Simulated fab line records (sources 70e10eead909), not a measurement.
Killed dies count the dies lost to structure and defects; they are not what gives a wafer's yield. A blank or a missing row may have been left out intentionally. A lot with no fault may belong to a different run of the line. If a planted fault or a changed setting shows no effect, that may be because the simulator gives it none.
Which tool did it? || flow nand-harc || 36 wafers from 12 lots sampled at 6 of the route's 1302 steps

== WHAT EACH GAUGE READ, for each wafer ==
NHARC_THIN_TSV_CD_MEAS_33: the cd target is 5000 nm. Usual: cd-nm 4999.9 nm, standard deviation 1.6.
{"lot": "L304", "measured": "day 24 20:54", "on": "cd-sem-01", "cd-nm (nm)": "4997.1 4997.9 4997.2", "flag": ""}
{"lot": "L305", "measured": "day 24 22:47", "on": "cd-sem-03", "cd-nm (nm)": "5000.6 4999.7 4999.6", "flag": ""}
{"lot": "L310", "measured": "day 26 14:11", "on": "cd-sem-02", "cd-nm (nm)": "5000.4 5000.4 5001.8", "flag": ""}
{"lot": "L312", "measured": "day 27 11:16", "on": "cd-sem-02", "cd-nm (nm)": "5000.3 5000.8 4997.5", "flag": ""}
{"lot": "L316", "measured": "day 27 23:25", "on": "cd-sem-01", "cd-nm (nm)": "4999.4 4999.2 4998.5", "flag": ""}
{"lot": "L315", "measured": "day 28 13:01", "on": "cd-sem-01", "cd-nm (nm)": "4997.3 4997.9 4999.4", "flag": ""}
{"lot": "L320", "measured": "day 30 23:33", "on": "cd-sem-01", "cd-nm (nm)": "4997.3 4998.3 4999.4", "flag": ""}
{"lot": "L322", "measured": "day 31 13:10", "on": "cd-sem-02", "cd-nm (nm)": "5000.6 5000.6 5001.1", "flag": ""}
{"lot": "L323", "measured": "day 31 14:27", "on": "cd-sem-01", "cd-nm (nm)": "5001.4 5001.2 5000.0", "flag": ""}
{"lot": "L321", "measured": "day 31 15:31", "on": "cd-sem-02", "cd-nm (nm)": "5001.9 5000.7 5001.7", "flag": ""}
{"lot": "L327", "measured": "day 33 17:06", "on": "cd-sem-01", "cd-nm (nm)": "4999.9 4999.5 4999.8", "flag": ""}
{"lot": "L326", "measured": "day 33 18:05", "on": "cd-sem-01", "cd-nm (nm)": "4999.3 4997.7 4998.3", "flag": ""}

NHARC_THIN_TSV_CD_MEAS_37. Usual: cd-nm 4999.5 nm, standard deviation 2.2.
{"lot": "L304", "measured": "day 24 22:22", "on": "cd-sem-01", "cd-nm (nm)": "4995.4 4998.4 4996.5", "flag": ""}
{"lot": "L305", "measured": "day 25 00:16", "on": "cd-sem-02", "cd-nm (nm)": "5001.7 4999.6 5001.1", "flag": ""}
{"lot": "L310", "measured": "day 26 15:37", "on": "cd-sem-01", "cd-nm (nm)": "4997.2 4998.6 4997.4", "flag": ""}
{"lot": "L312", "measured": "day 27 12:41", "on": "cd-sem-02", "cd-nm (nm)": "5000.2 4998.9 4997.2", "flag": ""}
{"lot": "L316", "measured": "day 28 00:52", "on": "cd-sem-02", "cd-nm (nm)": "4983.6 4983.2 4984.2", "flag": "OFF"}
{"lot": "L315", "measured": "day 28 14:30", "on": "cd-sem-03", "cd-nm (nm)": "4982.4 4983.4 4984.3", "flag": "OFF"}
{"lot": "L320", "measured": "day 31 01:01", "on": "cd-sem-03", "cd-nm (nm)": "4995.5 4999.3 4997.9", "flag": ""}
{"lot": "L322", "measured": "day 31 14:36", "on": "cd-sem-02", "cd-nm (nm)": "4998.8 4998.6 4997.5", "flag": ""}
{"lot": "L323", "measured": "day 31 15:53", "on": "cd-sem-02", "cd-nm (nm)": "5000.2 5000.0 5000.9", "flag": ""}
{"lot": "L321", "measured": "day 31 16:57", "on": "cd-sem-01", "cd-nm (nm)": "5001.6 5001.4 5004.7", "flag": ""}
{"lot": "L327", "measured": "day 33 20:34", "on": "cd-sem-02", "cd-nm (nm)": "4999.7 4999.7 5001.1", "flag": ""}
{"lot": "L326", "measured": "day 33 20:50", "on": "cd-sem-01", "cd-nm (nm)": "4999.9 4996.0 5000.2", "flag": ""}

NHARC_END_SORT_01. Usual: defect-limited-yield 90 % (standard deviation 3.3); killed-at-array 61 (standard deviation 22); killed-at-other 0.8 (standard deviation 1); killed-at-periphery 3.8 (standard deviation 2.3); killed-dies 66 (standard deviation 22); killed-open 3.2 (standard deviation 1.9); killed-short 2.8 (standard deviation 1.8).
{"lot": "L312", "measured": "day 27 21:03", "on": "prober-01", "defect-limited-yield (%)": "87 81 86", "killed-at-array": "83 120 94", "killed-at-other": "1 1 0", "killed-at-periphery": "2 7 4", "killed-dies": "86 128 98", "killed-open": "0 3 0", "killed-short": "0 3 2", "flag": ""}
{"lot": "L316", "measured": "day 28 10:52", "on": "prober-02", "defect-limited-yield (%)": "90 94 92", "killed-at-array": "68 39 55", "killed-at-other": "0 0 1", "killed-at-periphery": "2 2 1", "killed-dies": "70 41 57", "killed-open": "3 2 2", "killed-short": "4 2 2", "flag": ""}
{"lot": "L322", "measured": "day 31 22:36", "on": "prober-02", "defect-limited-yield (%)": "96 94 95", "killed-at-array": "28 28 28", "killed-at-other": "0 4 0", "killed-at-periphery": "2 7 3", "killed-dies": "30 39 31", "killed-open": "1 3 3", "killed-short": "1 1 3", "flag": ""}

== EACH LOT AND THE TOOL THAT RAN IT (in order: tool; ch and the chambers of the sampled wafers; start) ==
{"lot": "L304", "NHARC_THIN_TSV_DEP_47": "pecvd-01 ch 0,2, day 24 16:30", "NHARC_THIN_TSV_PRE_CLEAN_50": "pvd-sputter-02, day 24 20:54 or earlier", "NHARC_THIN_TSV_ETCH_59": "rie-metal-02 ch 0,1, day 24 21:13"}
{"lot": "L305", "NHARC_THIN_TSV_DEP_47": "pecvd-03 ch 1,2, day 24 18:44", "NHARC_THIN_TSV_PRE_CLEAN_50": "pvd-sputter-01, day 24 22:47 or earlier", "NHARC_THIN_TSV_ETCH_59": "rie-metal-02 ch 0,1, day 24 23:08"}
{"lot": "L310", "NHARC_THIN_TSV_DEP_47": "pecvd-04 ch 0,1, day 26 05:47", "NHARC_THIN_TSV_PRE_CLEAN_50": "pvd-sputter-02, day 26 14:11 or earlier", "NHARC_THIN_TSV_ETCH_59": "rie-metal-01 ch 0,1, day 26 14:28"}
{"lot": "L312", "NHARC_THIN_TSV_DEP_47": "pecvd-01 ch 1,2, day 27 07:07", "NHARC_THIN_TSV_PRE_CLEAN_50": "pvd-sputter-02, day 27 11:16 or earlier", "NHARC_THIN_TSV_ETCH_59": "rie-metal-01 ch 0,1, day 27 11:34"}
{"lot": "L316", "NHARC_THIN_TSV_DEP_47": "pecvd-04 ch 0,1,2, day 27 19:23", "NHARC_THIN_TSV_PRE_CLEAN_50": "pvd-sputter-03, day 27 23:25 or earlier", "NHARC_THIN_TSV_ETCH_59": "rie-metal-01 ch 0,1, day 27 23:44"}
{"lot": "L315", "NHARC_THIN_TSV_DEP_47": "pecvd-04 ch 0,1,2, day 28 08:52", "NHARC_THIN_TSV_PRE_CLEAN_50": "pvd-sputter-02, day 28 13:01 or earlier", "NHARC_THIN_TSV_ETCH_59": "rie-metal-01 ch 0,1, day 28 13:20"}
{"lot": "L320", "NHARC_THIN_TSV_DEP_47": "pecvd-03 ch 0,2, day 30 19:22", "NHARC_THIN_TSV_PRE_CLEAN_50": "pvd-sputter-02, day 30 23:33 or earlier", "NHARC_THIN_TSV_ETCH_59": "rie-metal-03 ch 0,1, day 30 23:55"}
{"lot": "L322", "NHARC_THIN_TSV_DEP_47": "pecvd-04 ch 0,1,2, day 31 09:11", "NHARC_THIN_TSV_PRE_CLEAN_50": "pvd-sputter-01, day 31 13:10 or earlier", "NHARC_THIN_TSV_ETCH_59": "rie-metal-03 ch 0,1, day 31 13:27"}
{"lot": "L323", "NHARC_THIN_TSV_DEP_47": "pecvd-04 ch 0,1,2, day 31 10:28", "NHARC_THIN_TSV_PRE_CLEAN_50": "pvd-sputter-02, day 31 14:27 or earlier", "NHARC_THIN_TSV_ETCH_59": "rie-metal-01 ch 0,1, day 31 14:44"}
{"lot": "L321", "NHARC_THIN_TSV_DEP_47": "pecvd-01 ch 0,1, day 31 11:38", "NHARC_THIN_TSV_PRE_CLEAN_50": "pvd-sputter-01, day 31 15:31 or earlier", "NHARC_THIN_TSV_ETCH_59": "rie-metal-02 ch 1, day 31 15:49"}
{"lot": "L327", "NHARC_THIN_TSV_DEP_47": "pecvd-03 ch 0,1,2, day 33 12:59", "NHARC_THIN_TSV_PRE_CLEAN_50": "pvd-sputter-02, day 33 17:06 or earlier", "NHARC_THIN_TSV_ETCH_59": "rie-metal-03 ch 0,1, day 33 17:26"}
{"lot": "L326", "NHARC_THIN_TSV_DEP_47": "pecvd-03 ch 0,2, day 33 14:04", "NHARC_THIN_TSV_PRE_CLEAN_50": "pvd-sputter-03, day 33 18:05 or earlier", "NHARC_THIN_TSV_ETCH_59": "rie-metal-01 ch 0,1, day 33 18:23"}
- NHARC_THIN_TSV_DEP_47: deposits SiO2, target thk 200 nm.
- NHARC_THIN_TSV_PRE_CLEAN_50: time 30 s.
- NHARC_THIN_TSV_ETCH_59: etches the open film in Cl2/BCl3, target depth 880 nm, time 138.1 s.

== AS READ BY THE TOOLS THEMSELVES (means over the sampled wafers that have a number; for cases with no such wafer, the mark the record gives instead) ==
NHARC_THIN_TSV_DEP_47. Usual: chamber-pressure-Torr 6.499 Torr, standard deviation 0.014; throttle-valve-pct 16.1 %, standard deviation 0.44.
{"lot": "L304", "tool": "pecvd-01", "chamber-pressure-Torr (Torr)": 6.491, "throttle-valve-pct (%)": 15.6, "flag": ""}
{"lot": "L305", "tool": "pecvd-03", "chamber-pressure-Torr (Torr)": 6.486, "throttle-valve-pct (%)": 16.0, "flag": ""}
{"lot": "L310", "tool": "pecvd-04", "chamber-pressure-Torr (Torr)": 6.501, "throttle-valve-pct (%)": 16.0, "flag": ""}
{"lot": "L312", "tool": "pecvd-01", "chamber-pressure-Torr (Torr)": 6.497, "throttle-valve-pct (%)": 16.0, "flag": ""}
{"lot": "L316", "tool": "pecvd-04", "chamber-pressure-Torr (Torr)": 6.482, "throttle-valve-pct (%)": 16.1, "flag": ""}
{"lot": "L315", "tool": "pecvd-04", "chamber-pressure-Torr (Torr)": 6.479, "throttle-valve-pct (%)": 16.0, "flag": ""}
{"lot": "L320", "tool": "pecvd-03", "chamber-pressure-Torr (Torr)": 6.504, "throttle-valve-pct (%)": 16.6, "flag": ""}
{"lot": "L322", "tool": "pecvd-04", "chamber-pressure-Torr (Torr)": 6.497, "throttle-valve-pct (%)": 15.9, "flag": ""}
{"lot": "L323", "tool": "pecvd-04", "chamber-pressure-Torr (Torr)": 6.506, "throttle-valve-pct (%)": 16.0, "flag": ""}
{"lot": "L321", "tool": "pecvd-01", "chamber-pressure-Torr (Torr)": 6.506, "throttle-valve-pct (%)": 16.3, "flag": ""}
{"lot": "L327", "tool": "pecvd-03", "chamber-pressure-Torr (Torr)": 6.508, "throttle-valve-pct (%)": 16.5, "flag": ""}
{"lot": "L326", "tool": "pecvd-03", "chamber-pressure-Torr (Torr)": 6.499, "throttle-valve-pct (%)": 16.7, "flag": ""}

NHARC_THIN_TSV_PRE_CLEAN_50. Usual: heater-power-w 406 W, standard deviation 47; susceptor-temp-C 280.01 C, standard deviation 0.19.
{"lot": "L304", "tool": "pvd-sputter-02", "heater-power-w (W)": 326, "susceptor-temp-C (C)": "-", "flag": "OFF"}
{"lot": "L305", "tool": "pvd-sputter-01", "heater-power-w (W)": 421, "susceptor-temp-C (C)": 280.05, "flag": ""}
{"lot": "L310", "tool": "pvd-sputter-02", "heater-power-w (W)": 370, "susceptor-temp-C (C)": 280.12, "flag": ""}
{"lot": "L312", "tool": "pvd-sputter-02", "heater-power-w (W)": 390, "susceptor-temp-C (C)": 279.94, "flag": ""}
{"lot": "L316", "tool": "pvd-sputter-03", "heater-power-w (W)": 435, "susceptor-temp-C (C)": 279.87, "flag": ""}
{"lot": "L315", "tool": "pvd-sputter-02", "heater-power-w (W)": 329, "susceptor-temp-C (C)": 279.88, "flag": ""}
{"lot": "L320", "tool": "pvd-sputter-02", "heater-power-w (W)": 376, "susceptor-temp-C (C)": 280.04, "flag": ""}
{"lot": "L322", "tool": "pvd-sputter-01", "heater-power-w (W)": 402, "susceptor-temp-C (C)": 280.02, "flag": ""}
{"lot": "L323", "tool": "pvd-sputter-02", "heater-power-w (W)": 372, "susceptor-temp-C (C)": 279.94, "flag": ""}
{"lot": "L321", "tool": "pvd-sputter-01", "heater-power-w (W)": 420, "susceptor-temp-C (C)": "-", "flag": "OFF"}
{"lot": "L327", "tool": "pvd-sputter-02", "heater-power-w (W)": 412, "susceptor-temp-C (C)": 279.88, "flag": ""}
{"lot": "L326", "tool": "pvd-sputter-03", "heater-power-w (W)": 430, "susceptor-temp-C (C)": 280.16, "flag": ""}

NHARC_THIN_TSV_ETCH_59. Usual: chamber-pressure-mTorr 10.001 mTorr, standard deviation 0.0094; drypump-motor-current-A 6.0 A, standard deviation 0.47; oes-product-au 1.001 a.u., standard deviation 0.0064; throttle-valve-pct 22.264 %, standard deviation 0.0092.
{"lot": "L304", "tool": "rie-metal-02", "chamber-pressure-mTorr (mTorr)": 10.001, "drypump-motor-current-A (A)": 5.9, "oes-product-au (a.u.)": 1.008, "throttle-valve-pct (%)": 22.264, "flag": ""}
{"lot": "L305", "tool": "rie-metal-02", "chamber-pressure-mTorr (mTorr)": 10.007, "drypump-motor-current-A (A)": 6.2, "oes-product-au (a.u.)": 1.000, "throttle-valve-pct (%)": 22.265, "flag": ""}
{"lot": "L310", "tool": "rie-metal-01", "chamber-pressure-mTorr (mTorr)": 9.999, "drypump-motor-current-A (A)": 6.2, "oes-product-au (a.u.)": 1.003, "throttle-valve-pct (%)": 22.258, "flag": ""}
{"lot": "L312", "tool": "rie-metal-01", "chamber-pressure-mTorr (mTorr)": 9.995, "drypump-motor-current-A (A)": 6.2, "oes-product-au (a.u.)": 1.008, "throttle-valve-pct (%)": 22.255, "flag": ""}
{"lot": "L316", "tool": "rie-metal-01", "chamber-pressure-mTorr (mTorr)": 10.003, "drypump-motor-current-A (A)": 6.2, "oes-product-au (a.u.)": 1.271, "throttle-valve-pct (%)": 22.264, "flag": "OFF"}
{"lot": "L315", "tool": "rie-metal-01", "chamber-pressure-mTorr (mTorr)": 10.000, "drypump-motor-current-A (A)": 6.2, "oes-product-au (a.u.)": 1.261, "throttle-valve-pct (%)": 22.271, "flag": "OFF"}
{"lot": "L320", "tool": "rie-metal-03", "chamber-pressure-mTorr (mTorr)": 10.004, "drypump-motor-current-A (A)": 5.7, "oes-product-au (a.u.)": 0.998, "throttle-valve-pct (%)": 22.268, "flag": ""}
{"lot": "L322", "tool": "rie-metal-03", "chamber-pressure-mTorr (mTorr)": 10.004, "drypump-motor-current-A (A)": 5.7, "oes-product-au (a.u.)": 1.003, "throttle-valve-pct (%)": 22.256, "flag": ""}
{"lot": "L323", "tool": "rie-metal-01", "chamber-pressure-mTorr (mTorr)": 9.997, "drypump-motor-current-A (A)": 6.2, "oes-product-au (a.u.)": 1.005, "throttle-valve-pct (%)": 22.268, "flag": ""}
{"lot": "L321", "tool": "rie-metal-02", "chamber-pressure-mTorr (mTorr)": 9.991, "drypump-motor-current-A (A)": 5.5, "oes-product-au (a.u.)": 0.995, "throttle-valve-pct (%)": 22.264, "flag": ""}
{"lot": "L327", "tool": "rie-metal-03", "chamber-pressure-mTorr (mTorr)": 9.991, "drypump-motor-current-A (A)": 5.4, "oes-product-au (a.u.)": 1.007, "throttle-valve-pct (%)": 22.266, "flag": ""}
{"lot": "L326", "tool": "rie-metal-01", "chamber-pressure-mTorr (mTorr)": 10.003, "drypump-motor-current-A (A)": 6.2, "oes-product-au (a.u.)": 0.998, "throttle-valve-pct (%)": 22.267, "flag": ""}

== THE ANSWER, worked out from the rows above alone ==
Rule: lot off if the mean of its wafers having a number is beyond 3 standard deviations from the usual mean. Also off: a lot with no number at a reading for which 4 or more lots have one. Where the step has rows for the other lots, those lots are counted as sound. First the gauges in route order, then the tools' own readings, where a lot's mean is used as printed above. The first step at which some lot is off is used, and at that step the reading that is off furthest; a lot without a number counts as furthest.
Off at NHARC_THIN_TSV_CD_MEAS_37 (cd-nm): L316, L315.
If a tool, at a process step before that reading, ran all the lots that are off and no sound lot after the first of them, it fits. The gauges at NHARC_THIN_TSV_CD_MEAS_37 aren't tried: what is off there is off at NHARC_THIN_TSV_ETCH_59 too, on other tools, and a gauge's error can't cause that. Because NHARC_THIN_TSV_PRE_CLEAN_50 lacks a start for some lots, the hours and order of its lots are taken from NHARC_THIN_TSV_CD_MEAS_33. None of those tried fits.

== WHAT THE SIMULATOR HAD INSERTED ==
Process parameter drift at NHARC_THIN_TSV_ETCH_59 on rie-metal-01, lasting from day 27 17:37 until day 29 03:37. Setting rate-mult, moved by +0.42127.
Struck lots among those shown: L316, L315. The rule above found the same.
